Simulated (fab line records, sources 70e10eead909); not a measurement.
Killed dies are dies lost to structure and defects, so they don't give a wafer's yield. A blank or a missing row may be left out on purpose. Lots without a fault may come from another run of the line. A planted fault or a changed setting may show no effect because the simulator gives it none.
fab line records | flow nand_harc
record lots=7 wafers=21 last_day=24
route steps=1159 shown P_M1@305 P_M2@318 END@1159
lots that met no fault: from a run of the same line without faults
start_h: hours from the record's first day to the start of the lot's first wafer shown | wait_h: hours since the lot's step before | " the same as in the row above | L1.1+2: a row that stands for several wafers | - no value, or no start given | * or withheld: withheld | < > ~ a bound
route shown NAME@n: a module of which the file shows steps, and the number in the route of the first | usual: mean/standard deviation of fault-free wafers | same: alike in all rows | chamber/n: place in a boat | sites: the reading at each site | _std_site: their standard deviation | _edge_site: outer sites' mean less inner sites' | radius_mm: how far each site lies from the wafer's centre | mask NAME#n: copy n | behind: the tool/chamber that last shaped the wafer | hold: why the lot was held/for how many hours/how that ended | device: the transistor (n, p or np) that didn't switch | end of line: the same wafers' tests at the end of the route | a step without rows: its recipe alone | killed: dies lost to structure and defects at the first sort, not the wafer's yield | map: a wafer's dies, x killed, . not, _ none there
set.NAME: the setting as run; set.NAME@STEP: as run at that earlier step | model.NAME: the simulator's own value behind a step, which no gauge read
lots at some steps of the route; a table a step, a row a wafer
services: from which hour (start_h, from the record's first day; less than 0 if before it) a tool's chamber was out of use, for how many hours, and why
## steps
# step NHARC_P_M1_DEGAS_29
# recipe temp_c=250 time_s=60
# step NHARC_P_M1_PRE_CLEAN_30
# recipe time_s=30 temp_c=280 gas=H2/He
# step NHARC_P_M1_PVD_20
# recipe target_thk_a=50 bias_v=168.6 power_w=15000 chamber_pressure_pa=0.12 time_s=8.06 substrate_temp_c=50 material=TaN
# usual substrate_temp_c=50.01/0.12 throttle_valve_pct=29.8/0.85
# columns lot.wafer tool chamber start_h wait_h substrate_temp_c throttle_valve_pct
L552.1 pvd_sputter-01 - - - 49.83 29.9
L552.4 " - " " 49.89 29.3
L552.5 " - " " 50.12 29.2
L555.1 pvd_sputter-01 - - - 49.93 29.5
L555.2 " - " " 50.04 28.3
L555.4 " - " " 49.97 29.8
L563.3 pvd_sputter-01 - - - 50.02 28.2
L563.4 " - " " 49.90 30.2
L563.2 " - " " 50.18 31.0
L564.4 pvd_sputter-02 - - - 50.04 31.3
L564.1 " - " " 50.11 29.1
L564.6 " - " " 50.06 30.0
L566.3 pvd_sputter-01 - - - 49.98 28.3
L566.1 " - " " 50.27 30.7
L566.6 " - " " 50.21 28.2
L572.2 pvd_sputter-01 - - - 50.04 28.3
L572.4 " - " " 50.06 30.8
L572.6 " - " " 49.81 30.0
L574.4 pvd_sputter-03 - - - 50.17 30.4
L574.6 " - " " 49.94 29.0
L574.5 " - " " 50.01 30.1
# step NHARC_P_M1_PVD_21
# recipe target_thk_a=300 chamber_pressure_pa=5 power_w=5000 substrate_temp_c=30 time_s=20.49 material=Cu
# usual substrate_temp_c=30.00/0.12 throttle_valve_pct=29.8/0.87
# columns lot.wafer tool chamber start_h wait_h substrate_temp_c throttle_valve_pct
L552.1 pvd_sputter-01 - - - 30.23 30.9
L552.4 " - " " 30.09 29.9
L552.5 " - " " 30.10 31.2
L555.1 pvd_sputter-01 - - - 30.18 29.8
L555.2 " - " " 29.98 28.6
L555.4 " - " " 29.92 29.7
L563.3 pvd_sputter-01 - - - 30.08 30.1
L563.2 " - " " 29.95 30.9
L563.4 " - " " 29.88 29.4
L564.4 pvd_sputter-02 - - - 30.04 31.0
L564.1 " - " " 29.83 29.0
L564.6 " - " " 29.84 29.3
L566.1 pvd_sputter-01 - - - 30.10 31.1
L566.3 " - " " 29.91 28.5
L566.6 " - " " 29.85 29.3
L572.2 pvd_sputter-01 - - - 29.95 29.5
L572.4 " - " " 30.28 30.0
L572.6 " - " " 29.91 29.2
L574.4 pvd_sputter-03 - - - 30.06 30.2
L574.6 " - " " 29.99 28.8
L574.5 " - " " 30.10 30.1
# step NHARC_P_M1_ECD_22
# recipe target_thk_a=4000 bath_temp_c=25 material=Cu
# step NHARC_P_M1_ANNEAL_31
# recipe temp_c=225 time_s=90
# step NHARC_P_M1_CMP_23
# recipe t_overpolish_s=20 target_thk_nm=157.82
# usual motor_current_A=12.6/1.1 time_to_endpoint_s=28.6/2
# columns lot.wafer tool chamber start_h wait_h motor_current_A time_to_endpoint_s
L552.1 cmp-02 3 125.62 - 13.2 26.2
L552.4 " 1 " " 12.8 28.0
L552.5 " 2 " " 11.8 29.3
L555.4 cmp-03 3 150.90 - 13.1 31.6
L555.1 " 0 " " 15.1 30.8
L555.2 " 1 " " 14.5 30.0
L563.2 cmp-02 1 200.92 - 12.7 30.8
L563.3 " 2 " " 11.5 30.7
L563.4 " 0 " " 12.3 30.0
L564.1 cmp-03 1 201.09 - 13.5 30.7
L564.4 " 2 " " 10.8 31.2
L564.6 " 1 " " 13.1 29.6
L566.1 cmp-01 0 216.94 - 13.1 26.5
L566.3 " 2 " " 11.4 26.4
L566.6 " 0 " " 14.0 26.2
L572.4 cmp-02 0 241.44 - 12.0 25.8
L572.2 " 3 " " 12.9 25.0
L572.6 " 0 " " 12.1 28.2
L574.4 cmp-01 0 248.20 - 13.8 29.8
L574.6 " 2 " " 11.8 27.9
L574.5 " 3 " " 13.1 30.6
# step NHARC_P_M1_THK_MEAS_24
# recipe thk_meas_gauge=xrf
# usual thk_nm=158.0/1.2
# columns lot.wafer tool chamber start_h wait_h thk_nm
L552.1 film_metro-01 - 125.91 - 156.0
L552.4 " - " " 159.1
L552.5 " - " " 158.2
L555.1 film_metro-01 - 151.19 - 160.6
L555.2 " - " " 157.9
L555.4 " - " " 159.1
L563.2 film_metro-02 - 201.23 - 158.9
L563.3 " - " " 156.2
L563.4 " - " " 157.0
L564.1 film_metro-02 - 201.41 - 157.8
L564.4 " - " " 156.2
L564.6 " - " " 158.7
L566.1 film_metro-01 - 217.25 - 158.9
L566.3 " - " " 158.2
L566.6 " - " " 155.0
L572.2 film_metro-01 - 241.75 - 155.9
L572.4 " - " " 157.2
L572.6 " - " " 158.4
L574.4 film_metro-02 - 248.46 - 157.8
L574.5 " - " " 159.2
L574.6 " - " " 157.9
# step NHARC_P_M1_SRD_25
# step NHARC_P_M1_INSPECT_27
# usual raw_defect_count=316/130
# columns lot.wafer tool chamber start_h wait_h raw_defect_count
L552.1 defect_inspect-01 - 126.09 0.0 237
L552.4 " - " " 276
L552.5 " - " " 394
L555.1 defect_inspect-01 - 151.35 0.0 378
L555.2 " - " " 312
L555.4 " - " " 187
L563.2 defect_inspect-02 - 201.39 0.0 207
L563.3 " - " " 244
L563.4 " - " " 211
L564.1 defect_inspect-01 - 201.56 0.0 270
L564.4 " - " " 271
L564.6 " - " " 325
L566.1 defect_inspect-01 - 217.41 0.0 304
L566.3 " - " " 232
L566.6 " - " " 253
L572.2 defect_inspect-02 - 241.90 0.0 207
L572.4 " - " " 236
L572.6 " - " " 172
L574.4 defect_inspect-01 - 248.62 0.0 186
L574.5 " - " " 203
L574.6 " - " " 240
# step NHARC_P_M1_PRE_CLEAN_32
# recipe time_s=12 temp_c=370 rf_power_w=300 gas=NH3
# usual heater_power_w=655/48 rf_fwd_power_W=292.6/0.82
# columns lot.wafer tool chamber start_h wait_h heater_power_w rf_fwd_power_W
L552.1 pecvd-04 0 126.19 0.1 594 291.6
L552.5 " 1 " " 653 292.0
L552.4 " 0 " " 582 291.1
L555.2 pecvd-03 1 151.43 0.1 577 293.7
L555.1 " 2 " " 645 292.8
L555.4 " 1 " " 588 292.2
L563.3 pecvd-03 0 201.46 0.1 631 292.7
L563.2 " 1 " " 595 292.7
L563.4 " 2 " " 608 293.8
L564.1 pecvd-03 2 201.81 0.2 689 294.0
L564.4 " 1 " " 642 292.8
L564.6 " 0 " " 614 292.8
L566.3 pecvd-03 2 217.49 0.1 738 293.8
L566.1 " 0 " " 651 292.4
L566.6 " 2 " " 742 293.8
L572.2 pecvd-04 1 241.97 0.1 672 291.4
L572.4 " 1 " " 669 292.6
L572.6 " 2 " " 677 292.7
L574.4 pecvd-04 0 248.73 0.1 580 293.4
L574.5 " 1 " " 656 293.3
L574.6 " 2 " " 622 293.1
# step NHARC_P_M1_DEP_33
# recipe target_thk_a=300 temp_c=370 target_thk_nm=30 pressure_torr=3 flow_sccm=200 rf_w=450 material=SiCN
# usual heater_power_w=610/55 rf_fwd_power_W=449.1/1.4
# columns lot.wafer tool chamber start_h wait_h heater_power_w rf_fwd_power_W
L552.1 pecvd-04 0 126.33 0.1 575 447.8
L552.5 " 1 " " 584 449.3
L552.4 " 0 " " 594 450.2
L555.2 pecvd-03 1 151.54 0.1 566 450.5
L555.1 " 2 " " 603 448.4
L555.4 " 1 " " 568 449.9
L563.3 pecvd-03 0 201.54 0.1 558 450.8
L563.2 " 1 " " 613 447.7
L563.4 " 2 " " 669 446.5
L564.1 pecvd-03 2 201.92 0.1 679 449.7
L564.4 " 1 " " 651 448.3
L564.6 " 0 " " 629 449.8
L566.3 pecvd-03 2 217.60 0.1 657 445.6
L566.1 " 0 " " 547 450.5
L566.6 " 2 " " 648 448.5
L572.2 pecvd-04 1 242.05 0.1 586 447.8
L572.4 " 1 " " 564 449.2
L572.6 " 2 " " 692 448.1
L574.4 pecvd-04 0 248.90 0.2 573 449.5
L574.5 " 1 " " 616 450.0
L574.6 " 2 " " 689 448.0
# step NHARC_P_M2_DEP_00
# recipe target_thk_a=1825 target_thk_nm=182.5 temp_c=withheld pressure_torr=5 flow_sccm=200 rf_w=600 material=SiOC
# step NHARC_P_M2_DEHYDRATE_01
# recipe temp_c=150 time_s=120
# step NHARC_P_M2_HMDS_02
# recipe time_s=30
# step NHARC_P_M2_COAT_34
# recipe temp_c=200 time_s=65
# step NHARC_P_M2_COAT_03
# recipe spin_rpm=1500 resist_thk_nm=90
# step NHARC_P_M2_SOFTBAKE_04
# recipe temp_c=105 time_s=55
# step NHARC_P_M2_EBR_05
# step NHARC_P_M2_EXPOSE_06
# recipe na=1.35 target_cd_nm=170 dose_mj=80.78 mask_id=P_M2
# step NHARC_P_M2_PEB_07
# recipe peb_temp_c=100 peb_time_s=65
# step NHARC_P_M2_DEVELOP_08
# recipe develop_time_s=35 dev_temp_c=23
# step NHARC_P_M2_CD_MEAS_09
# recipe target_cd_nm=170 landing_energy_ev=500
# usual cd_nm=170.1/0.5
# columns lot.wafer tool chamber start_h wait_h cd_nm
L552.1 cd_sem-02 0 127.51 - 170.2
L552.4 " 0 " " 169.6
L552.5 " 0 " " 170.3
L555.1 cd_sem-03 0 152.62 - 169.7
L555.2 " 0 " " 170.2
L555.4 " 0 " " 169.6
L563.2 cd_sem-03 0 202.92 - 170.5
L563.3 " 0 " " 170.5
L563.4 " 0 " " 170.6
L564.1 cd_sem-03 0 203.61 - 169.5
L564.4 " 0 " " 169.8
L564.6 " 0 " " 169.3
L566.1 cd_sem-03 0 218.81 - 169.9
L566.3 " 0 " " 169.8
L566.6 " 0 " " 170.2
L572.2 cd_sem-03 0 243.20 - 170.9
L572.4 " 0 " " 171.1
L572.6 " 0 " " 170.7
L574.4 cd_sem-03 0 250.03 - 169.7
L574.5 " 0 " " 170.4
L574.6 " 0 " " 170.7
# step NHARC_P_M2_OVL_MEAS_10
# recipe pitch_nm=340
# usual overlay_x_nm=0.1/0.96 overlay_y_nm=0.1/0.78
# columns lot.wafer tool chamber start_h wait_h overlay_x_nm overlay_y_nm
L552.1 overlay-01 - 127.60 - 1.1 0.3
L552.4 " - " " 1.1 0.4
L552.5 " - " " 1.4 0.6
L555.1 overlay-02 - 152.71 - 1.1 -1.1
L555.2 " - " " 0.8 -1.8
L555.4 " - " " 0.6 -1.6
L563.2 overlay-02 - 203.01 - -0.4 -0.3
L563.3 " - " " -0.6 0.2
L563.4 " - " " -0.7 -0.3
L564.1 overlay-01 - 203.70 - 1.1 0.3
L564.4 " - " " 0.8 0.5
L564.6 " - " " 0.3 0.6
L566.1 overlay-02 - 218.91 - 0.1 -0.7
L566.3 " - " " -0.4 0.1
L566.6 " - " " -0.1 -0.6
L572.2 overlay-02 - 243.29 - 1.2 0.6
L572.4 " - " " 1.7 0.8
L572.6 " - " " 1.0 0.8
L574.4 overlay-02 - 250.11 - -1.2 -1.6
L574.5 " - " " -1.7 -1.6
L574.6 " - " " -1.3 -1.4
# step NHARC_P_M2_INSPECT_11
# usual raw_defect_count=4.2/2.4
# columns lot.wafer tool chamber start_h wait_h raw_defect_count
L552.1 defect_inspect-01 - 127.64 0.0 4
L552.4 " - " " 1
L552.5 " - " " 1
L555.1 defect_inspect-01 - 152.74 0.0 0
L555.2 " - " " 1
L555.4 " - " " 1
L563.2 defect_inspect-01 - 203.05 0.0 2
L563.3 " - " " 3
L563.4 " - " " 603
L564.1 defect_inspect-02 - 203.73 0.0 616
L564.4 " - " " 6
L564.6 " - " " 6
L566.1 defect_inspect-01 - 218.95 0.0 2
L566.3 " - " " 612
L566.6 " - " " 598
L572.2 defect_inspect-02 - 243.32 0.0 4
L572.4 " - " " 6
L572.6 " - " " 7
L574.4 defect_inspect-01 - 250.15 0.0 3
L574.5 " - " " 4
L574.6 " - " " 6
# step NHARC_P_M2_DESCUM_14
# recipe time_s=3 o2_flow_sccm=200 ar_flow_sccm=0 bias_power_w=0 chemistry=O2
# usual drypump_motor_current_A=6.0/0.42 oes_product_au=0.997/0.0078 rf_vpp_V=58.0/0.9 showerhead_plenum_p_Torr=1.95/0.09 throttle_valve_pct=11.312/0.0094
# same bias_power_w=0
# columns lot.wafer tool chamber start_h wait_h drypump_motor_current_A oes_product_au rf_hours_counter_h rf_vpp_V showerhead_plenum_p_Torr throttle_valve_pct
L552.4 rie_diel-07 3 127.71 0.1 6.3 1.010 2 57.6 1.95 11.310
L552.1 " 1 " " 6.7 0.997 1 57.5 1.95 11.317
L552.5 " 2 " " 5.8 0.988 - 57.9 2.06 11.303
L555.2 rie_diel-07 2 152.80 0.1 5.8 0.990 3 57.8 2.06 11.317
L555.1 " 3 " " 6.3 0.991 3 58.7 1.95 11.310
L555.4 " 0 " " 5.4 0.993 3 57.2 1.80 11.294
L563.2 rie_diel-01 0 203.11 0.1 6.3 1.003 20 58.2 1.79 11.301
L563.4 " 1 " " 5.7 1.004 20 56.2 1.95 11.314
L563.3 " 3 " " 6.3 1.008 19 57.4 2.02 11.312
L564.1 rie_diel-07 2 203.79 0.1 5.8 0.997 5 60.5 2.06 11.318
L564.4 " 3 " " 6.3 1.007 5 58.0 1.95 11.297
L564.6 " 3 " " 6.3 1.010 - 57.8 1.95 11.321
L566.1 rie_diel-11 1 219.01 0.1 5.6 0.998 4 57.9 2.04 11.299
L566.3 " 2 " " 5.8 0.997 4 58.7 1.81 11.323
L566.6 " 1 " " 5.5 0.993 - 56.8 2.04 11.315
L572.2 rie_diel-11 3 243.58 0.3 5.8 0.996 8 58.2 1.94 11.312
L572.6 " 0 " " 5.6 0.998 - 57.8 2.02 11.315
L572.4 " 3 " " 5.8 1.002 - 58.9 1.94 11.312
L574.4 rie_diel-07 2 250.22 0.1 5.8 1.003 0 57.9 2.06 11.302
L574.6 " 1 " " 6.6 1.000 - 57.2 1.95 11.316
L574.5 " 2 " " 5.8 1.008 - 57.7 2.06 11.317
# step NHARC_END_SORT_01
# recipe temp_c=25
# usual defect_limited_yield=95.8/1.2 killed_at_array=24/7.4 killed_at_other=0.5/0.81 killed_at_periphery=3.4/2.3 killed_dies=28/8 killed_open=3.4/1.8 killed_short=2.0/1.4 sort_bin_2_pct=1.3/0.54 sort_bin_3_pct=0.23/0.2 sort_bin_4_pct=2.7/0.77 sort_n_pass=649/8 sort_rim_yield_pct=94.2/2.7 sort_yield_pct=95.8/1.2
# same gross_dies=677 sort_bin_5_pct[%]=0 sort_bin_6_pct[%]=0 sort_bin_7_pct[%]=0 sort_bin_8_pct[%]=0 sort_rim_n_gross=106.00
# columns lot.wafer tool chamber start_h wait_h defect_limited_yield[%] killed_at_array killed_at_other killed_at_periphery killed_dies killed_open killed_short sort_bin_2_pct[%] sort_bin_3_pct[%] sort_bin_4_pct[%] sort_n_pass sort_rim_yield_pct[%] sort_yield_pct[%]
L552.1 prober-01 0 449.99 2.5 96.8 20 1 1 22 4 3 0.1 0 3.1 655 97.2 96.8
L552.4 prober-01 0 452.35 3.4 97.3 15 1 2 18 2 1 0.3 0.15 2.2 659 95.3 97.3
L552.5 prober-01 0 453.14 3.6 97.0 18 0 2 20 2 2 1.3 0.15 1.5 657 98.1 97.0
L555.1 prober-01 0 465.58 2.5 97.8 12 1 2 15 4 1 0.7 0 1.5 662 99.1 97.8
L555.2 prober-01 0 466.38 2.8 98.4 9 0 2 11 4 1 0.4 0.15 1.0 666 96.2 98.4
L555.4 prober-01 0 467.96 3.4 98.1 11 0 2 13 2 2 0.9 0 1.0 664 99.1 98.1
L564.1 prober-02 0 517.14 2.5 84.2 12 0 95 107 3 1 7.7 3.84 4.3 570 98.1 84.2
L564.4 prober-02 0 519.48 3.3 96.3 19 0 6 25 4 3 1.6 0.15 1.9 652 97.2 96.3
L564.6 prober-02 0 521.04 3.9 96.6 15 3 5 23 8 2 1.2 0.30 1.9 654 97.2 96.6
L563.2 prober-02 0 525.66 2.8 96.3 24 0 1 25 1 2 0.9 0.59 2.2 652 93.4 96.3
L563.3 prober-02 0 526.46 3.1 96.6 20 1 2 23 4 4 1.0 0 2.4 654 96.2 96.6
L563.4 prober-02 0 527.26 3.4 82.0 25 0 97 122 4 1 7.5 4.73 5.8 555 92.5 82.0
L566.1 prober-01 0 553.76 2.5 96.5 24 0 0 24 2 1 1.5 0.15 1.9 653 96.2 96.5
L566.3 prober-01 0 555.37 3.1 82.4 20 2 97 119 2 0 8.7 2.66 6.2 558 95.3 82.4
L566.6 prober-01 0 557.79 4.0 85.2 14 1 85 100 3 0 6.2 3.55 5.0 577 99.1 85.2
L572.2 prober-01 0 562.43 2.8 97.3 14 0 4 18 2 3 0.6 0.44 1.6 659 96.2 97.3
L572.4 prober-01 0 564.03 3.4 97.2 16 0 3 19 2 2 0.3 0.30 2.2 658 98.1 97.2
L572.6 prober-01 0 565.64 4.0 96.5 19 0 5 24 2 0 1.0 0.15 2.4 653 96.2 96.5
L574.4 prober-02 0 566.01 3.4 95.3 26 0 6 32 0 3 1.6 0.44 2.7 645 92.5 95.3
L574.5 prober-02 0 566.80 3.7 93.5 38 1 5 44 4 2 2.1 0.15 4.3 633 89.6 93.5
L574.6 prober-02 0 567.60 4.0 95.3 27 0 5 32 1 2 1.6 0.44 2.7 645 90.6 95.3
# killed by level:class
L552.1 A_CHANNEL_HOLE_D1:chamber_film_flake=4 A_STAIRCASE:chamber_film_flake=3 A_BLC:chamber_film_flake=3 A_WL_FILL:chamber_film_flake=2 P_M0:geometric_particle:open=1 A_ONON_D1:geometric_particle:open=1 A_CHANNEL_FILL_D1:geometric_particle:short=1 A_CHANNEL_FILL_D1:geometric_particle:open=1
L552.4 A_BLC:chamber_film_flake=7 A_CHANNEL_HOLE_D1:chamber_film_flake=3 A_CONTACT:geometric_particle:open=2 P_GATE:geometric_particle:short=1 P_BONDPAD:chamber_film_flake=1 A_ZERO_WELL:chamber_film_flake=1 A_WL_FILL:chamber_film_flake=1 A_CONTACT:chamber_film_flake=1
L552.5 A_CHANNEL_HOLE_D1:chamber_film_flake=6 A_CONTACT:chamber_film_flake=3 A_BLC:chamber_film_flake=3 P_CONTACT:geometric_particle:open=2 A_ZERO_WELL:chamber_film_flake=2 A_STAIRCASE:chamber_film_flake=2 A_ONON_D1:geometric_particle:short=1 A_WL_FILL:geometric_particle:short=1
L555.1 A_CHANNEL_HOLE_D1:chamber_film_flake=4 A_STAIRCASE:chamber_film_flake=3 A_CONTACT:chamber_film_flake=2 P_CONTACT:geometric_particle:open=1 P_M0:geometric_particle:open=1 A_CHANNEL_FILL_D1:geometric_particle:open=1 A_WL_FILL:geometric_particle:short=1 A_M0:geometric_particle:open=1
L555.2 A_STAIRCASE:chamber_film_flake=2 A_CONTACT:chamber_film_flake=2 P_M0:geometric_particle:open=1 P_M0:geometric_particle:short=1 A_ONON_D1:geometric_particle:open=1 A_CONTACT:geometric_particle:open=1 A_M0:geometric_particle:open=1 A_CHANNEL_HOLE_D1:chamber_film_flake=1
L555.4 A_CONTACT:chamber_film_flake=4 A_SGD_CUT:chamber_film_flake=2 P_GATE:geometric_particle:open=1 P_CONTACT:geometric_particle:short=1 A_WL_FILL:geometric_particle:short=1 A_M1:geometric_particle:open=1 A_ZERO_WELL:chamber_film_flake=1 A_CHANNEL_HOLE_D1:chamber_film_flake=1
L564.1 P_M1:unspecified=89 A_M0:geometric_particle:open=3 P_ZERO_WELL:chamber_film_flake=3 A_CHANNEL_HOLE_D1:chamber_film_flake=3 P_STI:chamber_film_flake=2 A_STAIRCASE:chamber_film_flake=2 A_ONON_D1:geometric_particle:short=1 P_GATE:chamber_film_flake=1
L564.4 A_CHANNEL_HOLE_D1:chamber_film_flake=6 A_WL_FILL:chamber_film_flake=5 P_ZERO_WELL:chamber_film_flake=3 A_STAIRCASE:chamber_film_flake=3 A_CHANNEL_FILL_D1:geometric_particle:short=2 A_CONTACT:geometric_particle:open=2 P_STI:geometric_particle:short=1 P_GATE:geometric_particle:open=1
L564.6 A_CHANNEL_HOLE_D1:chamber_film_flake=4 A_CONTACT:geometric_particle:open=3 A_STAIRCASE:chamber_film_flake=3 A_M0:geometric_particle:open=2 STARTING-WAFER:geometric_particle:open=2 P_STI:chamber_film_flake=2 P_M1:geometric_particle:short=1 A_SOURCE_PLATE:geometric_particle:short=1
L563.2 A_CHANNEL_HOLE_D1:chamber_film_flake=17 A_STAIRCASE:chamber_film_flake=2 A_CONTACT:chamber_film_flake=2 A_CHANNEL_HOLE_D1:geometric_particle:short=1 A_STAIRCASE:geometric_particle:short=1 A_BLC:geometric_particle:open=1 P_ZERO_WELL:chamber_film_flake=1
L563.3 A_CHANNEL_HOLE_D1:chamber_film_flake=6 A_STAIRCASE:chamber_film_flake=6 A_ONON_D1:geometric_particle:short=2 A_ONON_D1:geometric_particle:open=2 P_STI:geometric_particle:short=1 A_WL_FILL:geometric_particle:open=1 A_M0:geometric_particle:short=1 A_M0:geometric_particle:open=1
L563.4 P_M1:unspecified=95 A_CHANNEL_HOLE_D1:chamber_film_flake=17 A_STAIRCASE:chamber_film_flake=5 A_M0:geometric_particle:open=2 P_GATE:geometric_particle:short=1 P_M2:geometric_particle:open=1 A_CHANNEL_FILL_D1:geometric_particle:open=1
L566.1 A_STAIRCASE:chamber_film_flake=10 A_CONTACT:chamber_film_flake=5 A_CHANNEL_HOLE_D1:chamber_film_flake=3 A_WL_FILL:chamber_film_flake=3 A_M0:geometric_particle:open=2 A_M1:geometric_particle:short=1
L566.3 P_M1:unspecified=95 A_STAIRCASE:chamber_film_flake=10 A_CHANNEL_HOLE_D1:chamber_film_flake=6 A_CONTACT:chamber_film_flake=4 P_CONTACT:geometric_particle:open=2 THIN_TSV:chamber_film_flake=2
L566.6 P_M1:unspecified=83 A_CHANNEL_HOLE_D1:chamber_film_flake=5 A_STAIRCASE:chamber_film_flake=5 A_M0:geometric_particle:open=2 A_CONTACT:geometric_particle:open=1 P_STI:chamber_film_flake=1 P_GATE:chamber_film_flake=1 A_SLIT:chamber_film_flake=1
L572.2 A_STAIRCASE:chamber_film_flake=4 A_CHANNEL_HOLE_D1:chamber_film_flake=3 P_CONTACT:chamber_film_flake=2 A_CONTACT:chamber_film_flake=2 P_CONTACT:geometric_particle:short=1 P_M1:geometric_particle:open=1 A_ONON_D1:geometric_particle:short=1 A_CONTACT:geometric_particle:short=1
L572.4 A_CHANNEL_HOLE_D1:chamber_film_flake=4 A_CONTACT:chamber_film_flake=4 A_ZERO_WELL:chamber_film_flake=2 A_CHANNEL_HOLE_D1:geometric_particle:short=1 A_CHANNEL_FILL_D1:geometric_particle:short=1 A_SGD_CUT:geometric_particle:open=1 A_CONTACT:geometric_particle:open=1 P_STI:chamber_film_flake=1
L572.6 A_CHANNEL_HOLE_D1:chamber_film_flake=4 A_STAIRCASE:chamber_film_flake=4 P_GATE:chamber_film_flake=3 A_SLIT:chamber_film_flake=3 A_CONTACT:chamber_film_flake=3 P_STI:chamber_film_flake=2 A_WL_FILL:chamber_film_flake=2 A_WL_FILL:geometric_particle:open=1
L574.4 A_STAIRCASE:chamber_film_flake=9 A_CHANNEL_HOLE_D1:chamber_film_flake=7 A_CONTACT:chamber_film_flake=7 P_M2:chamber_film_flake=4 A_ZERO_WELL:chamber_film_flake=2 P_STI:geometric_particle:short=1 P_M0:geometric_particle:short=1 A_CHANNEL_FILL_D1:geometric_particle:short=1
L574.5 A_CHANNEL_HOLE_D1:chamber_film_flake=17 A_CONTACT:chamber_film_flake=9 A_STAIRCASE:chamber_film_flake=7 P_M2:chamber_film_flake=3 P_STI:geometric_particle:open=1 P_GATE:geometric_particle:open=1 A_CHANNEL_FILL_D1:geometric_particle:short=1 A_CONTACT:geometric_particle:open=1
L574.6 A_CONTACT:chamber_film_flake=9 A_STAIRCASE:chamber_film_flake=8 A_CHANNEL_HOLE_D1:chamber_film_flake=7 P_M2:chamber_film_flake=2 P_CONTACT:geometric_particle:open=1 A_CHANNEL_FILL_D1:geometric_particle:short=1 A_CONTACT:geometric_particle:short=1 P_STI:chamber_film_flake=1
# map L563.4 (x killed, . not)
____________.____________
_________......._________
_______x..x......._______
______xxxx.........______
_____x.xx..........._____
____.xx..............____
____xxxxx............____
___..........x.x......___
___.xx................___
__....xx...............__
__.....................__
_......................._
_............xxxxx......_
_..........x.xxx........_
_...........xx.xx......._
_...........xxxx.x......_
............xxxxxxx......
..........xxxxxxxxx......
...........xxxxxxx.......
..x........xxxxxxxx......
.........x.xxxxxxxx......
_.........xxxxxxxxx....._
_..........xxxxxxxx....._
_............xxxxxx....._
_...........xxxxxx......_
_.............xx.x.....x_
__.............x.......__
__...........x.xx..x...__
___.............x.....___
___............x......___
____.................____
____.................____
_____..............x_____
______.............______
_______..........._______
_________......._________
____________.____________
# map L564.1 (x killed, . not)
____________.____________
_________......._________
_______..........._______
______.............______
_____..............._____
____.................____
____.................____
___...................___
___...................___
__.....................__
__...........x.........__
_......................._
_..............x........_
_............xxx........_
_..........xxxxxxx......_
_..........xxxxxxx.x...._
.....x......xxxxxxx.x....
.........x.xxxxxxxx......
.x..........xxxxxxx......
.x........xxxxxxxxx......
...........xxxxxxxx......
_x........xxxxxxxxx....._
_........x.xxxxxxxx....._
_...........xxxxx.x..x.._
_............xxxx..x..xx_
_...........xxxxx......._
__............x........__
__.....................__
___...................___
___...................___
____..........x......____
____.......x.........____
_____..xx..........._____
______.............______
_______..........._______
_________......._________
____________.____________
## services
# columns tool chamber start_h hours kind
pvd_sputter-03 - 102.00 10.0 pm
cmp-01 - 109.96 2.0 repair
pecvd-03 - 111.24 13.0 pm
rie_diel-07 - 117.51 0.3 repair
cmp-03 - 126.18 1.3 repair
cmp-02 - 128.97 4.0 pm
pvd_sputter-02 - 129.72 3.8 repair
pecvd-04 2 139.24 6.8 repair
rie_diel-11 2 140.05 15.5 repair
cmp-02 - 140.09 0.9 repair
cmp-01 - 146.72 1.0 repair
pecvd-03 2 156.12 5.9 repair
cmp-03 - 156.16 4.0 pm
pvd_sputter-01 - 158.00 10.0 pm
cmp-03 - 163.31 1.1 repair
cmp-03 - 166.27 9.4 repair
cmp-01 - 167.05 1.3 repair
cmp-02 - 167.25 5.0 repair
cmp-01 - 179.50 4.0 pm
pecvd-04 - 195.32 13.0 pm
rie_diel-07 - 209.87 2.0 repair
cmp-02 - 226.97 4.0 pm
rie_diel-07 - 239.89 9.0 pm
cmp-02 - 245.13 10.1 repair
## key
first_sign step=NHARC_P_M2_INSPECT_11 reading=raw_defect_count direction=up sigmas=99+ usual=4.2 struck=607.2
effect step=NHARC_END_SORT_01 reading=killed_at_periphery direction=up sigmas=39 usual=3.4 struck=93.5
more_kills_born_at NHARC_P_M1_DEP_33@pecvd-03=362
met_at NHARC_P_M1_DEP_33
struck_wafers L563.4,L564.1,L566.3,L566.6
fault kind=chamber_particle_source tool=pecvd-03 chamber=2 onset_h=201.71 steps=NHARC_P_M1_DEP_33 rate_per_visit_cm2=0.92727 end_h=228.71
